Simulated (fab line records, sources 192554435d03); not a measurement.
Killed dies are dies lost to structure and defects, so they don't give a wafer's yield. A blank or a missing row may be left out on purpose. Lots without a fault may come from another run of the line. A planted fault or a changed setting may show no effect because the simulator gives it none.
fab line records | flow n5_finfet
record lots=24 wafers=72 last_day=19
route steps=1938 shown BEOL_M11@1591 BEOL_M12@1613 BEOL_M13@1671
lots that met no fault: from a run of the same line without faults
start_h: hours from the record's first day to the start of the lot's first wafer shown | wait_h: hours since the lot's step before | " the same as in the row above | L1.1+2: a row that stands for several wafers | - no value, or no start given | * or withheld: withheld | < > ~ a bound
route shown NAME@n: a module of which the file shows steps, and the number in the route of the first | usual: mean/standard deviation of fault-free wafers | same: alike in all rows | chamber/n: place in a boat | sites: the reading at each site | _std_site: their standard deviation | _edge_site: outer sites' mean less inner sites' | radius_mm: how far each site lies from the wafer's centre | mask NAME#n: copy n | behind: the tool/chamber that last shaped the wafer | hold: why the lot was held/for how many hours/how that ended | device: the transistor (n, p or np) that didn't switch | end of line: the same wafers' tests at the end of the route | a step without rows: its recipe alone | killed: dies lost to structure and defects at the first sort, not the wafer's yield | map: a wafer's dies, x killed, . not, _ none there
set.NAME: the setting as run; set.NAME@STEP: as run at that earlier step | model.NAME: the simulator's own value behind a step, which no gauge read
steps of the route over a sample of lots; a table a step, a row a wafer
services: from which hour (start_h, from the record's first day; less than 0 if before it) a tool's chamber was out of use, for how many hours, and why
## steps
# step N5_BEOL_M11_SURFACE_TREAT_76
# recipe gas=Ar time_s=* ion_energy_ev=* ion_current_ma_cm2=0.5 pressure_mtorr=* ar_flow_sccm=30
# usual throttle_valve_pct=*
# same time_s=*
# columns lot.wafer tool chamber start_h wait_h throttle_valve_pct
L074.2 pvd_sputter-01 - 242.23 0.2 *
L074.3 " - " " *
L074.5 " - " " *
L075.3 pvd_sputter-02 - 242.51 0.2 *
L075.4 " - " " *
L075.6 " - " " *
L076.1 pvd_sputter-03 - 251.19 0.2 *
L076.2 " - " " *
L076.6 " - " " *
L077.3 pvd_sputter-03 - 260.72 1.8 *
L077.4 " - " " *
L077.5 " - " " *
L078.1 pvd_sputter-01 - 262.40 0.2 *
L078.2 " - " " *
L078.4 " - " " *
L080.1 pvd_sputter-02 - 279.17 0.3 *
L080.2 " - " " *
L080.6 " - " " *
L079.1 pvd_sputter-02 - 279.93 0.3 *
L079.3 " - " " *
L079.6 " - " " *
L081.1 pvd_sputter-01 - 280.49 0.3 *
L081.4 " - " " *
L081.6 " - " " *
L083.2 pvd_sputter-02 - 294.76 0.2 *
L083.3 " - " " *
L083.4 " - " " *
L082.2 pvd_sputter-01 - 298.44 0.2 *
L082.4 " - " " *
L082.5 " - " " *
L086.1 pvd_sputter-03 - 306.41 0.2 *
L086.3 " - " " *
L086.5 " - " " *
L084.4 pvd_sputter-02 - 306.68 0.2 *
L084.5 " - " " *
L084.6 " - " " *
L085.3 pvd_sputter-02 - 313.34 0.2 *
L085.4 " - " " *
L085.5 " - " " *
L089.1 pvd_sputter-02 - 334.11 0.2 *
L089.2 " - " " *
L089.6 " - " " *
L088.1 pvd_sputter-02 - 334.47 0.2 *
L088.3 " - " " *
L088.4 " - " " *
L087.3 pvd_sputter-02 - 339.01 0.2 *
L087.4 " - " " *
L087.6 " - " " *
L090.1 pvd_sputter-03 - 340.59 0.5 *
L090.2 " - " " *
L090.4 " - " " *
L091.4 pvd_sputter-01 - 351.55 0.3 *
L091.5 " - " " *
L091.6 " - " " *
L093.1 pvd_sputter-01 - 363.14 0.3 *
L093.2 " - " " *
L093.5 " - " " *
L092.1 pvd_sputter-02 - 364.65 0.8 *
L092.3 " - " " *
L092.4 " - " " *
L094.1 pvd_sputter-01 - 381.96 2.0 *
L094.3 " - " " *
L094.5 " - " " *
L095.4 pvd_sputter-01 - 387.56 0.2 *
L095.5 " - " " *
L095.6 " - " " *
L097.2 pvd_sputter-02 - 391.79 0.2 *
L097.3 " - " " *
L097.5 " - " " *
L096.3 pvd_sputter-03 - 393.60 0.2 *
L096.5 " - " " *
L096.6 " - " " *
# step N5_BEOL_M12_OVL_MEAS_11
# recipe points_per_wafer=44
# usual V11_OVL=-1/4.5
# columns lot.wafer tool chamber start_h wait_h V11_OVL[nm]
L074.2 overlay-02 0 244.17 0.0 -8
L074.3 " 0 " " -6
L074.5 " 0 " " -1
L075.3 overlay-02 0 244.57 0.0 -7
L075.4 " 0 " " -1
L075.6 " 0 " " -2
L076.1 overlay-02 0 252.86 0.0 -5
L076.2 " 0 " " -2
L076.6 " 0 " " 0
L077.3 overlay-02 0 262.95 0.0 3
L077.4 " 0 " " -3
L077.5 " 0 " " 1
L078.1 overlay-02 0 265.09 0.0 3
L078.2 " 0 " " 2
L078.4 " 0 " " 5
L080.1 overlay-01 0 281.07 0.0 -8
L080.2 " 0 " " -3
L080.6 " 0 " " -9
L079.1 overlay-01 0 281.82 0.0 1
L079.3 " 0 " " -9
L079.6 " 0 " " -4
L081.1 overlay-01 0 282.40 0.0 -2
L081.4 " 0 " " 9
L081.6 " 0 " " 6
L083.2 overlay-01 0 297.00 0.0 3
L083.3 " 0 " " -3
L083.4 " 0 " " -1
L082.2 overlay-02 0 300.33 0.0 -2
L082.4 " 0 " " -5
L082.5 " 0 " " -2
L086.1 overlay-01 0 308.27 0.0 2
L086.3 " 0 " " -5
L086.5 " 0 " " -6
L084.4 overlay-01 0 308.52 0.0 -4
L084.5 " 0 " " 7
L084.6 " 0 " " -4
L085.3 overlay-01 0 315.14 0.0 -4
L085.4 " 0 " " -3
L085.5 " 0 " " 1
L089.1 overlay-01 0 337.61 0.0 2
L089.2 " 0 " " 5
L089.6 " 0 " " 5
L088.1 overlay-01 0 338.33 0.0 0
L088.3 " 0 " " 4
L088.4 " 0 " " -7
L087.3 overlay-02 0 342.27 0.0 6
L087.4 " 0 " " -1
L087.6 " 0 " " -6
L090.1 overlay-02 0 343.22 0.0 -5
L090.2 " 0 " " -6
L090.4 " 0 " " -11
L091.4 overlay-01 0 356.42 0.0 1
L091.5 " 0 " " 3
L091.6 " 0 " " -8
L093.1 overlay-01 0 367.76 0.0 -2
L093.2 " 0 " " 4
L093.5 " 0 " " 0
L092.1 overlay-02 0 368.30 0.0 1
L092.3 " 0 " " 4
L092.4 " 0 " " -4
L094.1 overlay-01 0 386.76 0.0 -10
L094.3 " 0 " " -3
L094.5 " 0 " " -10
L095.4 overlay-02 0 389.26 0.0 4
L095.5 " 0 " " -7
L095.6 " 0 " " 3
L097.2 overlay-01 0 393.49 0.0 3
L097.3 " 0 " " -5
L097.5 " 0 " " 5
L096.3 overlay-02 0 395.70 0.0 2
L096.5 " 0 " " 4
L096.6 " 0 " " -4
# step N5_BEOL_M12_VIA_ETCH_16
# recipe chemistry=C4F8/O2/Ar target=SiOC pressure_mtorr=30 source_w=3000 bias_w=700 Ar_flow_sccm=400 C4F8_flow_sccm=15 O2_flow_sccm=8 he_inner_torr=15 he_outer_torr=30 target_depth_a=7248 time_s=withheld ion_energy_ev=250 ends=cleared
# usual drypump_motor_current_A=5.6/0.4 oes_product_au=0.68/0.049 rf_vpp_V=664/3.2 showerhead_plenum_p_Torr=3.38/0.11 throttle_valve_pct=24.21/0.23
# columns lot.wafer tool chamber start_h wait_h drypump_motor_current_A oes_product_au rf_vpp_V showerhead_plenum_p_Torr throttle_valve_pct
L074.2 rie_diel-01 0 244.38 0.0 6.2 0.68 662 3.26 24.19
L074.3 " 3 " " 5.4 0.67 662 3.30 24.48
L074.5 " 3 " " 5.4 0.67 661 3.30 24.48
L075.3 rie_diel-04 2 244.73 0.0 4.7 0.78 668 3.49 24.42
L075.4 " 3 " " 5.6 0.63 666 3.50 24.18
L075.6 " 2 " " 4.8 0.78 666 3.49 24.41
L076.1 rie_diel-01 2 253.14 0.0 5.6 0.69 668 3.39 23.82
L076.2 " 3 " " 5.5 0.67 662 3.30 24.49
L076.6 " 1 " " 5.8 0.71 662 3.32 24.10
L077.3 rie_diel-01 2 263.09 0.0 5.6 0.69 665 3.38 23.83
L077.4 " 1 " " 5.7 0.70 661 3.32 24.12
L077.5 " 0 " " 6.3 0.68 662 3.25 24.22
L078.1 rie_diel-02 1 265.35 0.0 5.2 0.66 666 3.44 24.32
L078.2 " 3 " " 4.9 0.73 665 3.43 24.17
L078.4 " 2 " " 5.8 0.67 670 3.60 24.36
L080.1 rie_diel-01 1 281.21 0.0 5.8 0.70 662 3.32 24.12
L080.2 " 2 " " 5.6 0.67 666 3.38 23.85
L080.6 " 3 " " 5.4 0.66 661 3.30 24.51
L079.1 rie_diel-01 0 281.96 0.0 6.3 0.66 661 3.25 24.20
L079.3 " 2 " " 5.6 0.67 665 3.38 23.84
L079.6 " 2 " " 5.7 0.68 666 3.38 23.84
L081.1 rie_diel-04 3 282.99 0.0 5.7 0.62 668 3.50 24.19
L081.4 " 2 " " 4.7 0.77 668 3.48 24.42
L081.6 " 1 " " 5.8 0.69 665 3.47 24.41
L083.2 rie_diel-02 2 297.49 0.0 5.8 0.66 669 3.59 24.37
L083.3 " 3 " " 4.9 0.72 666 3.43 24.17
L083.4 " 0 " " 6.1 0.68 662 3.25 24.11
L082.2 rie_diel-01 2 300.48 0.0 5.6 0.68 666 3.38 23.84
L082.4 " 1 " " 5.8 0.69 662 3.32 24.12
L082.5 " 2 " " 5.6 0.68 665 3.38 23.85
L086.1 rie_diel-02 3 308.42 0.0 4.9 0.72 665 3.43 24.18
L086.3 " 1 " " 5.2 0.65 665 3.43 24.33
L086.5 " 1 " " 5.2 0.66 666 3.43 24.35
L084.4 rie_diel-02 1 308.68 0.0 5.2 0.64 665 3.43 24.34
L084.5 " 1 " " 5.2 0.65 665 3.43 24.34
L084.6 " 2 " " 5.8 0.67 668 3.59 24.36
L085.3 rie_diel-01 1 315.29 0.0 5.8 0.69 661 3.31 24.13
L085.4 " 2 " " 5.6 0.67 666 3.38 23.85
L085.5 " 0 " " 6.2 0.66 663 3.24 24.22
L089.1 rie_diel-01 3 337.89 0.0 5.4 0.64 662 3.29 24.52
L089.2 " 0 " " 6.3 0.65 660 3.24 24.23
L089.6 " 1 " " 5.8 0.68 661 3.31 24.15
L088.1 rie_diel-01 0 338.59 0.0 6.3 0.66 661 3.24 24.23
L088.3 " 3 " " 5.5 0.64 661 3.29 24.53
L088.4 " 2 " " 5.7 0.67 666 3.37 23.85
L087.3 rie_diel-04 1 342.41 0.0 5.8 0.67 666 3.46 24.42
L087.4 " 2 " " 4.8 0.74 667 3.47 24.46
L087.6 " 1 " " 5.8 0.67 664 3.46 24.43
L090.1 rie_diel-01 1 343.37 0.0 5.7 0.68 660 3.31 24.16
L090.2 " 2 " " 5.6 0.66 665 3.37 23.84
L090.4 " 0 " " 6.2 0.65 661 3.24 24.23
L091.4 rie_diel-01 3 356.57 0.0 5.4 0.64 660 3.28 24.52
L091.5 " 3 " " 5.4 0.64 661 3.28 24.52
L091.6 " 2 " " 5.6 0.65 665 3.37 23.89
L093.1 rie_diel-04 2 367.90 0.0 4.8 0.73 665 3.47 24.47
L093.2 " 3 " " 5.7 0.84 668 3.48 23.97
L093.5 " 1 " " 5.8 0.67 666 3.46 24.44
L092.1 rie_diel-04 0 368.45 0.0 5.5 0.77 669 3.58 23.88
L092.3 " 2 " " 4.7 0.74 665 3.47 24.48
L092.4 " 3 " " 5.7 0.85 668 3.48 23.98
L094.1 rie_diel-01 1 386.97 0.0 5.8 0.68 661 3.30 24.18
L094.3 " 0 " " 6.2 0.64 662 3.23 24.25
L094.5 " 3 " " 5.4 0.64 661 3.28 24.55
L095.4 rie_diel-02 3 389.43 0.0 4.9 0.70 666 3.41 24.22
L095.5 " 0 " " 6.2 0.65 661 3.23 24.17
L095.6 " 1 " " 5.2 0.63 665 3.42 24.38
L097.2 rie_diel-02 1 393.63 0.0 5.2 0.63 665 3.41 24.39
L097.3 " 3 " " 4.9 0.69 665 3.41 24.20
L097.5 " 0 " " 6.2 0.65 660 3.23 24.19
L096.3 rie_diel-01 1 395.85 0.0 5.8 0.66 661 3.30 24.16
L096.5 " 3 " " 5.4 0.63 660 3.27 24.54
L096.6 " 0 " " 6.2 0.62 659 3.23 24.25
# step N5_BEOL_M12_SPUTTER_43
# recipe material=TaN target_thk_a=150 temp_c=50 bias_v=168.6 power_w=15000 chamber_pressure_pa=0.12 time_s=24.19
# usual chamber_pressure_pa=0.12004/0.00024 throttle_valve_pct=30.0/1
# same time_s=24.19
# columns lot.wafer tool chamber start_h wait_h chamber_pressure_pa throttle_valve_pct
L074.2 pvd_sputter-01 - 247.83 0.0 0.1202 30.4
L074.3 " - " " 0.11972 30.9
L074.5 " - " " 0.11996 31.1
L075.3 pvd_sputter-03 - 250.63 0.0 0.11995 30.9
L075.4 " - " " 0.12006 30.2
L075.6 " - " " 0.12033 31.3
L076.1 pvd_sputter-03 - 257.56 0.0 0.12014 30.2
L076.2 " - " " 0.11997 30.4
L076.6 " - " " 0.11988 30.3
L077.3 pvd_sputter-01 - 268.90 0.0 0.11971 31.1
L077.4 " - " " 0.1206 30.3
L077.5 " - " " 0.12009 30.0
L078.1 pvd_sputter-02 - 268.98 0.0 0.12048 31.2
L078.2 " - " " 0.12025 30.4
L078.4 " - " " 0.12026 29.8
L080.1 pvd_sputter-03 - 286.21 0.0 0.11967 30.2
L080.2 " - " " 0.12019 30.9
L080.6 " - " " 0.12033 31.0
L079.1 pvd_sputter-02 - 286.57 0.0 0.11993 28.3
L079.3 " - " " 0.12006 29.5
L079.6 " - " " 0.11995 30.1
L081.1 pvd_sputter-03 - 286.65 0.0 0.12023 30.0
L081.4 " - " " 0.11971 30.1
L081.6 " - " " 0.11999 31.0
L083.2 pvd_sputter-01 - 304.59 0.0 0.11996 28.2
L083.3 " - " " 0.11998 31.0
L083.4 " - " " 0.12009 30.6
L082.2 pvd_sputter-02 - 305.98 0.0 0.12004 28.2
L082.4 " - " " 0.12006 30.1
L082.5 " - " " 0.12032 28.5
L086.1 pvd_sputter-01 - 310.67 0.0 0.1205 30.6
L086.3 " - " " 0.12039 30.9
L086.5 " - " " 0.12038 28.1
L084.4 pvd_sputter-02 - 310.82 0.0 0.11995 30.7
L084.5 " - " " 0.12012 31.1
L084.6 " - " " 0.11985 28.2
L085.3 pvd_sputter-03 - 319.23 0.0 0.11983 30.5
L085.4 " - " " 0.12 30.4
L085.5 " - " " 0.11998 30.4
L089.1 pvd_sputter-02 - 341.53 0.0 0.12011 31.4
L089.2 " - " " 0.12012 28.1
L089.6 " - " " 0.11973 30.0
L088.1 pvd_sputter-02 - 341.85 0.0 0.11987 30.0
L088.3 " - " " 0.11977 28.4
L088.4 " - " " 0.12072 31.4
L087.3 pvd_sputter-03 - 348.13 0.0 0.11979 30.3
L087.4 " - " " 0.11997 30.1
L087.6 " - " " 0.12054 31.1
L090.1 pvd_sputter-02 - 348.52 0.0 0.11993 28.2
L090.2 " - " " 0.11988 29.6
L090.4 " - " " 0.12007 31.1
L091.4 pvd_sputter-02 - 359.49 0.0 0.12004 30.5
L091.5 " - " " 0.11998 30.0
L091.6 " - " " 0.11991 30.4
L093.1 pvd_sputter-02 - 370.14 0.0 0.12024 30.6
L093.2 " - " " 0.11967 28.2
L093.5 " - " " 0.11976 28.4
L092.1 pvd_sputter-02 - 375.63 0.0 0.12044 30.3
L092.3 " - " " 0.12008 31.1
L092.4 " - " " 0.12021 28.5
L094.1 pvd_sputter-01 - 391.04 0.0 0.11971 30.1
L094.3 " - " " 0.12022 28.1
L094.5 " - " " 0.11971 31.0
L095.4 pvd_sputter-03 - 393.36 0.0 0.12014 31.1
L095.5 " - " " 0.12027 30.3
L095.6 " - " " 0.1202 30.2
L097.2 pvd_sputter-01 - 398.86 0.0 0.12028 29.9
L097.3 " - " " 0.11965 30.7
L097.5 " - " " 0.11967 30.4
L096.3 pvd_sputter-01 - 399.18 0.0 0.12034 28.3
L096.5 " - " " 0.12014 31.2
L096.6 " - " " 0.12001 28.0
# step N5_BEOL_M12_CMP_49
# recipe stop_on=SiOC t_overpolish_s=20.6 down_force_psi=1 platen_rpm=50 clearing_platen_down_force_psi=1.5 clearing_platen_rpm=50 post_cmp_clean=cu_alkaline target_thk_nm=320 clearing_platen_pad_velocity_m_s=0.99484 pad_velocity_m_s=0.99484
# usual barrier_field_endpoint_s=30.3/1.1 motor_current_A=6.2/0.61 overpolish_run_s=20.601/0.0087 retaining_ring_pressure_frac=1.000/0.0049
# columns lot.wafer tool chamber start_h wait_h barrier_field_endpoint_s motor_current_A overpolish_run_s retaining_ring_pressure_frac
L074.2 cmp-01 3 248.84 0.3 28.5 5.0 20.602 1.004
L074.3 " 0 " " 31.2 6.5 20.598 1.003
L074.5 " 2 " " 30.7 6.8 20.607 1.000
L075.4 cmp-02 2 251.36 0.1 29.5 6.3 20.593 0.999
L075.3 " 3 " " 29.4 6.3 20.603 0.995
L075.6 " 2 " " 30.1 6.2 20.606 1.007
L076.1 cmp-02 3 258.51 0.3 31.0 6.5 20.604 1.004
L076.2 " 2 " " 30.0 6.7 20.599 1.001
L076.6 " 3 " " 30.0 6.8 20.605 0.999
L077.3 cmp-01 1 269.66 0.2 29.2 6.6 20.609 1.000
L077.4 " 3 " " 28.4 4.9 20.594 1.000
L077.5 " 0 " " 32.5 7.0 20.601 0.992
L078.2 cmp-03 2 269.70 0.2 30.5 6.3 20.604 1.001
L078.4 " 3 " " 31.1 7.2 20.596 1.004
L078.1 " 1 " " 29.0 5.3 20.599 0.999
L080.1 cmp-03 3 287.31 0.3 30.9 7.0 20.608 1.003
L080.2 " 1 " " 28.4 5.5 20.611 1.000
L080.6 " 2 " " 30.8 6.1 20.605 1.000
L079.3 cmp-01 3 288.16 0.2 29.5 5.2 20.618 0.998
L079.1 " 0 " " 31.9 6.6 20.607 1.002
L079.6 " 1 " " 30.7 6.6 20.611 0.996
L081.4 cmp-03 2 288.22 0.1 30.5 5.9 20.607 1.000
L081.1 " 3 " " 31.4 7.0 20.608 0.999
L081.6 " 3 " " 31.0 7.0 20.587 0.994
L083.3 cmp-01 1 305.36 0.2 28.2 6.6 20.610 0.994
L083.4 " 2 " " 30.3 6.7 20.598 1.012
L083.2 " 3 " " 27.7 5.0 20.599 0.999
L082.2 cmp-03 2 307.20 0.3 30.9 5.8 20.594 0.997
L082.4 " 3 " " 31.0 6.8 20.607 1.001
L082.5 " 0 " " 30.4 5.5 20.588 1.007
L086.3 cmp-02 3 311.76 0.2 29.9 6.3 20.601 0.995
L086.1 " 0 " " 30.7 6.6 20.590 1.002
L086.5 " 2 " " 31.6 6.6 20.611 1.001
L084.4 cmp-01 0 311.96 0.1 31.2 6.8 20.605 1.004
L084.6 " 0 " " 30.9 6.9 20.607 0.999
L084.5 " 1 " " 29.2 6.7 20.593 0.999
L085.4 cmp-02 2 322.36 0.1 30.6 6.7 20.600 1.002
L085.3 " 3 " " 30.6 6.5 20.599 1.006
L085.5 " 2 " " 30.6 6.3 20.613 0.993
L089.1 cmp-01 3 343.39 0.3 28.9 5.4 20.608 1.002
L089.2 " 1 " " 28.9 6.3 20.603 1.011
L089.6 " 3 " " 29.5 5.0 20.609 0.998
L088.4 cmp-02 2 343.62 0.1 31.0 6.3 20.611 0.992
L088.3 " 3 " " 31.2 6.3 20.616 1.001
L088.1 " 0 " " 31.2 6.0 20.608 0.996
L087.4 cmp-02 0 349.20 0.2 30.8 6.5 20.609 0.999
L087.3 " 2 " " 30.8 6.8 20.606 0.991
L087.6 " 3 " " 31.0 6.4 20.607 0.990
L090.4 cmp-01 3 349.44 0.1 27.7 5.0 20.606 1.008
L090.2 " 0 " " 30.5 6.6 20.606 0.998
L090.1 " 1 " " 29.7 6.6 20.615 1.004
L091.4 cmp-01 1 362.50 0.2 30.1 6.6 20.604 0.996
L091.6 " 0 " " 32.3 6.5 20.604 1.001
L091.5 " 1 " " 30.6 6.5 20.604 0.997
L093.2 cmp-03 3 375.60 0.3 32.6 7.0 20.585 1.004
L093.1 " 0 " " 31.3 5.3 20.600 0.995
L093.5 " 1 " " 29.1 5.4 20.603 0.994
L092.3 cmp-03 0 379.68 0.2 31.4 5.6 20.597 1.004
L092.1 " 2 " " 31.3 5.9 20.588 1.001
L092.4 " 3 " " 32.5 6.9 20.601 0.994
L094.3 cmp-01 3 391.76 0.2 29.1 5.1 20.609 1.000
L094.1 " 0 " " 31.1 6.7 20.592 1.002
L094.5 " 0 " " 31.4 6.8 20.607 1.004
L095.4 cmp-03 1 394.51 0.2 28.3 5.5 20.592 1.000
L095.5 " 3 " " 31.1 7.2 20.583 0.999
L095.6 " 0 " " 31.2 5.2 20.606 0.994
L097.2 cmp-01 0 399.94 0.4 31.8 6.9 20.592 1.008
L097.3 " 2 " " 31.8 6.7 20.593 0.994
L097.5 " 1 " " 29.9 6.1 20.588 1.004
L096.3 cmp-02 3 400.27 0.3 29.8 6.3 20.597 0.990
L096.5 " 1 " " 29.6 5.5 20.604 1.005
L096.6 " 2 " " 30.0 6.1 20.603 1.004
# step N5_BEOL_M13_INSPECT_12
# recipe mode=adi inspect_instrument=macro
# usual raw_defect_count=2.1/1.3
# columns lot.wafer tool chamber start_h wait_h raw_defect_count
L074.2 defect_inspect-01 - 249.93 0.0 3
L074.3 " - " " 1
L074.5 " - " " 3
L075.3 defect_inspect-02 - 252.36 0.0 1
L075.4 " - " " 5
L075.6 " - " " 0
L076.1 defect_inspect-01 - 259.62 0.0 5
L076.2 " - " " 3
L076.6 " - " " 2
L077.3 defect_inspect-01 - 270.61 0.0 0
L077.4 " - " " 3
L077.5 " - " " 1
L078.1 defect_inspect-01 - 270.69 0.0 3
L078.2 " - " " 0
L078.4 " - " " 3
L080.1 defect_inspect-01 - 288.26 0.0 5
L080.2 " - " " 2
L080.6 " - " " 1
L079.1 defect_inspect-01 - 289.22 0.0 3
L079.3 " - " " 3
L079.6 " - " " 4
L081.1 defect_inspect-02 - 289.23 0.0 4
L081.4 " - " " 2
L081.6 " - " " 3
L083.2 defect_inspect-01 - 306.44 0.0 2
L083.3 " - " " 1
L083.4 " - " " 3
L082.2 defect_inspect-01 - 308.24 0.0 0
L082.4 " - " " 3
L082.5 " - " " 1
L086.1 defect_inspect-01 - 312.80 0.0 1
L086.3 " - " " 3
L086.5 " - " " 2
L084.4 defect_inspect-01 - 312.95 0.0 2
L084.5 " - " " 4
L084.6 " - " " 1
L085.3 defect_inspect-01 - 323.48 0.0 0
L085.4 " - " " 2
L085.5 " - " " 3
L089.1 defect_inspect-02 - 344.47 0.0 2
L089.2 " - " " 4
L089.6 " - " " 0
L088.1 defect_inspect-01 - 344.74 0.0 3
L088.3 " - " " 1
L088.4 " - " " 1
L087.3 defect_inspect-01 - 350.16 0.0 0
L087.4 " - " " 3
L087.6 " - " " 1
L090.1 defect_inspect-01 - 350.55 0.0 7
L090.2 " - " " 4
L090.4 " - " " 1
L091.4 defect_inspect-02 - 363.46 0.0 2
L091.5 " - " " 1
L091.6 " - " " 4
L093.1 defect_inspect-02 - 376.64 0.0 1
L093.2 " - " " 1
L093.5 " - " " 1
L092.1 defect_inspect-01 - 380.67 0.0 2
L092.3 " - " " 1
L092.4 " - " " 4
L094.1 defect_inspect-01 - 392.81 0.0 2
L094.3 " - " " 0
L094.5 " - " " 5
L095.4 defect_inspect-01 - 395.42 0.0 4
L095.5 " - " " 2
L095.6 " - " " 1
L097.2 defect_inspect-01 - 401.12 0.0 3
L097.3 " - " " 2
L097.5 " - " " 3
L096.3 defect_inspect-01 - 401.31 0.0 2
L096.5 " - " " 2
L096.6 " - " " 3
## services
# columns tool chamber start_h hours kind
rie_diel-04 1 218.53 47.5 repair
cmp-01 - 218.68 1.2 repair
cmp-01 - 227.42 4.0 pm
cmp-01 - 231.42 - consumable_replace:conditioner
cmp-01 - 231.42 - consumable_replace:pad
cmp-02 - 248.49 1.5 repair
rie_diel-02 2 251.79 2.0 repair
rie_diel-02 0 254.07 3.1 repair
cmp-01 - 262.00 1.7 repair
cmp-02 - 265.06 3.1 repair
cmp-02 - 288.20 4.3 pm
cmp-03 - 294.10 1.2 repair
cmp-03 - 300.72 0.5 repair
rie_diel-04 1 304.65 10.7 repair
cmp-01 - 317.11 1.4 repair
rie_diel-02 - 322.87 0.1 repair
cmp-03 - 331.59 4.0 pm
cmp-03 - 335.59 - consumable_replace:conditioner
rie_diel-04 - 344.56 3.4 repair
rie_diel-02 3 357.61 11.6 repair
rie_diel-04 0 361.76 5.4 repair
cmp-02 - 366.63 2.7 repair
rie_diel-04 2 370.83 6.1 repair
pvd_sputter-02 - 395.62 10.8 repair
## key
fault none
